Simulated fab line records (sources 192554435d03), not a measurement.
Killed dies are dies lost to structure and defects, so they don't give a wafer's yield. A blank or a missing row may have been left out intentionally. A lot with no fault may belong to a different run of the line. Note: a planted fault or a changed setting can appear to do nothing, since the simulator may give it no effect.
Split-lot trial	flow n5Finfet	7 lots, 21 wafers read, on a route of 1938 steps

== ON THE SPLIT ==
At N5_PMOS_HMC_CHANNEL_EPI_PEB_07 (peb time 60 s), the setting pebTempC was moved away from the recipe's 110 C on 9 of the 21 wafers read, by -2.6% to +1.7%. All remaining wafers had this setting at the recipe value.

== FROM THE SPLIT ON TO THE READING: in between, the file shows 1 step ==
- N5_PMOS_HMC_CHANNEL_EPI_DEVELOP_08: develop time 30 s

== THE READING ==
cdNm (nm) at N5_PMOS_HMC_CHANNEL_EPI_CD_MEAS_09, where the cd target is 237.4 nm. Typical for fault-free wafers on this fab line: 236.8 nm, with standard deviation 0.82 nm.

wafer	tool, chamber at the split	pebTempC as run, C	against the recipe	cdNm, nm	against lot-mates on the recipe
L074.1	lithoTrack-03, 0	111.9	+1.7%	240.6	+5.7
L074.2	lithoTrack-03, 0	110	recipe	233.4	-
L074.3	lithoTrack-03, 0	110	recipe	236.4	-
L077.3	lithoTrack-03, 0	107.7	-2.1%	229.6	-7.4
L077.4	lithoTrack-03, 0	110	recipe	237.0	-
L077.5	lithoTrack-03, 0	107.7	-2.1%	229.7	-7.3
L078.2	lithoTrack-03, 0	107.1	-2.6%	227.1	-9.4
L078.4	lithoTrack-03, 0	110	recipe	236.5	-
L078.5	lithoTrack-03, 0	107.1	-2.6%	227.3	-9.2
L081.3	lithoTrack-02, 0	111.5	+1.4%	239.8	+5.0
L081.4	lithoTrack-02, 0	110	recipe	234.8	-
L081.5	lithoTrack-02, 0	111.5	+1.4%	238.5	+3.7
L084.1	lithoTrack-03, 0	110	recipe	236.0	-
L084.4	lithoTrack-03, 0	110	recipe	236.7	-
L084.5	lithoTrack-03, 0	110	recipe	236.9	-
L087.1	lithoTrack-02, 0	111.1	+1.0%	239.5	+4.1
L087.3	lithoTrack-02, 0	110	recipe	235.4	-
L087.4	lithoTrack-02, 0	111.1	+1.0%	239.4	+4.0
L094.3	lithoTrack-03, 0	110	recipe	232.8	-
L094.4	lithoTrack-03, 0	110	recipe	236.5	-
L094.6	lithoTrack-03, 0	110	recipe	235.9	-

FIT RESULTS
A straight line over all 21 wafers: cdNm changes by +3.04 nm for each +1% of pebTempC; r = +0.96; the points scatter about the line by 1.1 nm.
The same after taking each lot's own level away (the mean of its wafers on the recipe; 21 wafers): +3.49 nm for each +1%; r = +0.98; scatter 0.88 nm.
According to that fit, moving pebTempC by its largest amount changes the reading by 9.2 nm.
The lots' own levels span 234.80 to 237.00 nm, that is 2.7 times the standard deviation above.
So the slope is not independent of the lot-to-lot level: the two fits are not the same.
Check: for one of the wafers moved furthest among these (-2.6%), held out of the fit, the line's prediction against its lot-mates is -9.17 nm. It came out at -9.4 nm against them.

== THE OTHER SPLITS THESE WAFERS WENT THROUGH ==
Before the reading, these wafers also passed through other splits. Each is held against what the fit with the lots' levels taken away leaves over:
other split on the same wafers	wafers away from the commonest value	r with cdNm (lot level and that fit taken away)
N5_PMOS_HMC_CHANNEL_EPI_EXPOSE_06 doseMj	2	+0.72

== THE WHOLE CHAIN: every reading that the file lists as answering this split, in the file's order ==
step	what it does	reading	change (the file's fit)	r (the file's)
N5_PMOS_HMC_CHANNEL_EPI_CD_MEAS_09	target cd 237.4 nm	cdNm	+3.48 nm for each +1% of the setting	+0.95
N5_PMOS_HMC_CHANNEL_EPI_DESCUM_14	chemistry O2, time 7.9 s	PMOS_HMC_CHANNEL_EPI.cdNm (the simulator's own value, which no gauge read)	+3.49 nm for each +1% of the setting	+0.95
N5_PMOS_HMC_CHANNEL_EPI_ETCH_32	etches BARC in N2/H2, stops on SiO2, target depth 85.8 nm, time 50.3 s	PMOS_HMC_CHANNEL_EPI.cdNm (the simulator's own value, which no gauge read)	+3.39 nm for each +1% of the setting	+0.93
N5_PMOS_HMC_CHANNEL_EPI_HM_OPEN_15	chemistry CHF3/O2, target SiO2, target depth 40.6 nm, time 20.3 s	PMOS_HMC_CHANNEL_EPI.cdNm (the simulator's own value, which no gauge read)	+3.24 nm for each +1% of the setting, in a fit together with doseMj@PMOS_HMC_CHANNEL_EPI_EXPOSE_06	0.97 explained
N5_PMOS_HMC_CHANNEL_EPI_ETCH_38	etches SiO2 in CF4, target depth 1.5 nm	PMOS_HMC_CHANNEL_EPI.cdNm (the simulator's own value, which no gauge read)	+3.23 nm for each +1% of the setting, in a fit together with doseMj@PMOS_HMC_CHANNEL_EPI_EXPOSE_06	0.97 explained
N5_PMOS_HMC_CHANNEL_EPI_FIN_RECESS_16	chemistry HBr/Cl2, target Si, target depth 54 nm, time 18 s	PMOS_HMC_CHANNEL_EPI.cdNm (the simulator's own value, which no gauge read)	+3.24 nm for each +1% of the setting, in a fit together with doseMj@PMOS_HMC_CHANNEL_EPI_EXPOSE_06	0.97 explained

== FILE'S OWN FIT ==
cdNm changes by +3.48 nm for each +1% of pebTempC, r = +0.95.
